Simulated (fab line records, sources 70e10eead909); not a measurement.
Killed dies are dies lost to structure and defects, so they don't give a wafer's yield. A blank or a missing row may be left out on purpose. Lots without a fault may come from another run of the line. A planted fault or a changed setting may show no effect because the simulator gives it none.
A struck lot beside a sound one | flow nand_harc | 14 steps out of a route of 1159
Sound: wafers L431.2, L431.3, L431.4. Struck: wafers L440.3, L440.5, L440.6. The cause comes at the end.
At each step with rows: each side's tool, then ch and its chambers, then its first start. Under that, the readings that differ: sound wafers | struck wafers | difference of the means | sigmas: that difference in standard deviations of wafers without a fault.
alike: readings whose means differ by less than 2 such deviations, and words and numbers that are the same on both sides. not compared: withheld readings, readings that some wafer has no value for, bounds like >300 that may hide the same value, and numbers for which the record gives no deviation and whose values overlap.
The two part at a step that has a row with sigmas, a row that says differs or no value, or rows on one side only. Numbers that don't overlap but have no deviation are shown without sigmas and don't part them. A reading that every wafer of one side lacks parts them only if that side has two wafers or more.

first, 1 step without rows for these wafers: NHARC_A_ONON_D1_DEP_19 (target thk 1000 nm).
NHARC_A_ONON_D1_THK_MEAS_21: measures by ellipsometry.
  sound on film_metro-02, day 9 09:10; struck on film_metro-02, day 11 14:56
  reading     | sound       | struck         | difference | sigmas
  thk_nm (nm) | 983 984 983 | 1005 1005 1004 | +21        | +2
then, 1 step without rows for these wafers: NHARC_A_ONON_D1_DEP_22 (target thk 1000 nm).
NHARC_A_ONON_D1_THK_MEAS_24: measures by ellipsometry.
  sound on film_metro-01, day 9 09:44; struck on film_metro-01, day 11 15:29
  alike: thk_nm
then, 1 step without rows for these wafers: NHARC_A_ONON_D1_DEP_25 (target thk 1000 nm).
NHARC_A_ONON_D1_THK_MEAS_27: measures by ellipsometry.
  sound on film_metro-01, day 9 10:20; struck on film_metro-02, day 11 16:04
  reading     | sound          | struck      | difference | sigmas
  thk_nm (nm) | 1019 1018 1020 | 984 985 983 | -35        | -3
then, 1 step without rows for these wafers: NHARC_A_ONON_D1_DEP_28 (target thk 1000 nm).
NHARC_A_ONON_D1_THK_MEAS_30: measures by ellipsometry.
  sound on film_metro-02, day 9 10:56; struck on film_metro-01, day 11 16:39
  alike: thk_nm
NHARC_A_ONON_D1_DEP_33: deposits SiO2, target thk 200 nm.
  sound on pecvd-03 ch 0,1,2, day 9 11:03; struck on pecvd-03 ch 0,2, day 11 16:48
  alike: heater_power_w, mfc_precursor_sccm, throttle_valve_pct
NHARC_A_ONON_D1_THK_MEAS_34: measures by ellipsometry.
  sound on film_metro-02, day 9 11:28; struck on film_metro-01, day 11 17:08
  alike: thk_nm
NHARC_A_ONON_D1_INSPECT_32:
  sound on defect_inspect-02, day 9 11:32; struck on defect_inspect-01, day 11 17:11
  alike: raw_defect_count
NHARC_A_CHANNEL_HOLE_D1_DEP_00: deposits aC, target thk 3100 nm.
  sound on acl_dep-03 ch 0, day 9 11:55; struck on acl_dep-02 ch 0, day 11 20:00
  alike: throttle_valve_pct
NHARC_A_CHANNEL_HOLE_D1_DEP_01: deposits SiON, target thk 140 nm.
  sound on pecvd-02 ch 1,2, day 9 13:38; struck on pecvd-02 ch 1,2, day 11 21:31
  alike: heater_power_w
-- the record jumps here: 11 days lie between the struck wafers' starts before and after (it left off in module A_CHANNEL_HOLE_D1 and takes up again in module END, whose first step shown is number 1159 of the route) --
NHARC_END_SORT_01:
  sound on prober-01 ch 0, day 20 23:23; struck on prober-01 ch 0, day 23 03:20
  reading         | sound   | struck      | difference | sigmas
  killed_at_array | 13 6 17 | 671 672 671 | +659       | +51
  killed_at_other | 0 1 0   | 3 3 3       | +3         | +3
  killed_dies     | 14 7 20 | 677 677 677 | +663       | +51
  alike: killed_at_periphery, killed_open, killed_short

WHERE THEY PART
First at NHARC_A_ONON_D1_THK_MEAS_21; last, within this record, at NHARC_END_SORT_01.

WHY: what the simulator had put in
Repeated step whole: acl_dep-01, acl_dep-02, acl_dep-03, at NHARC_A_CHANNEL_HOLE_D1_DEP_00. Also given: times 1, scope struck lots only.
